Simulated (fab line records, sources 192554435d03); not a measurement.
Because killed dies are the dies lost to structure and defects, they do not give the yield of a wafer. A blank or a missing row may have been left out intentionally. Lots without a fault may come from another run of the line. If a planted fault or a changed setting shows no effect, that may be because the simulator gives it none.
Split-lot trial | flow n5-finfet | 21 wafers read across 7 lots, on a route 1938 steps long

== THE SPLIT ==
At N5_BEOL_M15_ILD_DEP_00 (deposits SiO2 from TEOS/O2, target thk 1629.3 nm, time 346.1 s), the setting time-s was moved away from the recipe's 346.1 s on 6 of the 21 wafers read, by +4.0% to +11.0%. All remaining wafers had this setting at the recipe value.

The file shows no step between the split and the reading.

== THE READING ==
M15_ILD_THK in nanometres, read at N5_BEOL_M15_THK_MEAS_01. Fault-free wafers of this fab line usually give 1629 nm, standard deviation 26 nm.

wafer  | tool, chamber at the split | time-s as run, s | against the recipe | M15_ILD_THK, nm | against lot-mates on the recipe
L075.4 | pecvd-04, 1                | 384              | +11.0%             | 1813            | +202
L075.5 | pecvd-04, 2                | 346.1            | recipe             | 1626            | -
L075.6 | pecvd-04, 0                | 346.1            | recipe             | 1597            | -
L079.2 | pecvd-03, 2                | 346.1            | recipe             | 1614            | -
L079.3 | pecvd-03, 1                | 346.1            | recipe             | 1640            | -
L079.4 | pecvd-03, 0                | 346.1            | recipe             | 1660            | -
L082.1 | pecvd-02, 1                | 366.4            | +5.9%              | 1733            | +80
L082.3 | pecvd-02, 0                | 346.1            | recipe             | 1653            | -
L082.4 | pecvd-02, 1                | 366.4            | +5.9%              | 1736            | +83
L083.3 | pecvd-02, 1,2              | 346.1            | recipe             | 1597            | -
L083.5 | pecvd-02, 0                | 369.1            | +6.6%              | 1723            | +126
L083.6 | pecvd-02, 1,2              | 346.1            | recipe             | 1596            | -
L086.1 | pecvd-04, 1                | 346.1            | recipe             | 1579            | -
L086.3 | pecvd-04, 2                | 346.1            | recipe             | 1589            | -
L086.5 | pecvd-04, 0                | 346.1            | recipe             | 1611            | -
L092.1 | pecvd-02, 1                | 360.1            | +4.0%              | 1656            | +21
L092.3 | pecvd-02, 2                | 346.1            | recipe             | 1607            | -
L092.4 | pecvd-02, 0                | 346.1            | recipe             | 1663            | -
L094.1 | pecvd-02, 2                | 366.8            | +6.0%              | 1675            | +32
L094.4 | pecvd-02, 0                | 346.1            | recipe             | 1656            | -
L094.6 | pecvd-02, 1                | 346.1            | recipe             | 1629            | -
If several chambers appear in one row, that row covers several wafers at once and the file leaves open which wafer was in which chamber.

THE FIT
A straight line over all 21 wafers: M15_ILD_THK changes by +16.2 nm for each +1% of time-s; r = +0.89; the points scatter about the line by 28 nm.
The same after taking each lot's own level away (the mean of its wafers on the recipe; 21 wafers): +15.4 nm for each +1%; r = +0.91; scatter 24 nm.
On that fit, the largest move of time-s shifts the reading by 1.7e+02 nm.
The span of the lots' own levels, 1593.0 to 1653.0 nm, comes to 2.3 times the standard deviation stated above.
Hence the lot-to-lot level has little effect on the slope; both slopes agree.
Check: for one of the wafers moved furthest among these (+11.0%), held out of the fit, the line's prediction against its lot-mates is +139 nm. It came out at +202 nm against them.

== THE OTHER SPLITS THESE WAFERS WENT THROUGH ==
These wafers also went through other splits before the reading. Each is held against what the fit with the lots' levels taken away leaves over:
other split on the same wafers | wafers away from the commonest value | r with M15_ILD_THK (lot level and that fit taken away)
N5_BEOL_M13_EXPOSE_25 dose-mj  | 5                                    | -0.04
N5_BEOL_M14_ILD_DEP_00 time-s  | 7                                    | +0.11
N5_BEOL_M14_EXPOSE_07 dose-mj  | 2                                    | +0.36
N5_BEOL_M14_SPUTTER_43 power-w | 6                                    | -0.31

== THE WHOLE CHAIN: every reading that the file lists as answering this split, in the file's order ==
step                    | what it does                                                   | reading                                                                             | change (the file's fit)              | r (the file's)
N5_BEOL_M15_ILD_DEP_00  | deposits SiO2 from TEOS/O2, target thk 1629.3 nm, time 346.1 s | SiO2_of_BEOL_M15_ILD_DEP_00.thk-nm (the simulator's own value, which no gauge read) | +15.1 nm for each +1% of the setting | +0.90
N5_BEOL_M15_THK_MEAS_01 |                                                                | M15_ILD_THK                                                                         | +15.2 for each +1% of the setting    | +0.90
N5_BEOL_M15_VIA_ETCH_16 | etches SiO2 in C4F8/O2/Ar, target depth 1792.2 nm              | etch.depth-nm (the simulator's own value, which no gauge read)                      | +15.1 nm for each +1% of the setting | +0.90
N5_BEOL_M15_VIA_ETCH_16 | etches SiO2 in C4F8/O2/Ar, target depth 1792.2 nm              | coat_of_BEOL_M15_COAT_04.thk-nm (the simulator's own value, which no gauge read)    | -3.58 nm for each +1% of the setting | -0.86

== THE FILE'S OWN FIT ==
M15_ILD_THK changes by +15.2 nm for each +1% of time-s, r = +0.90.
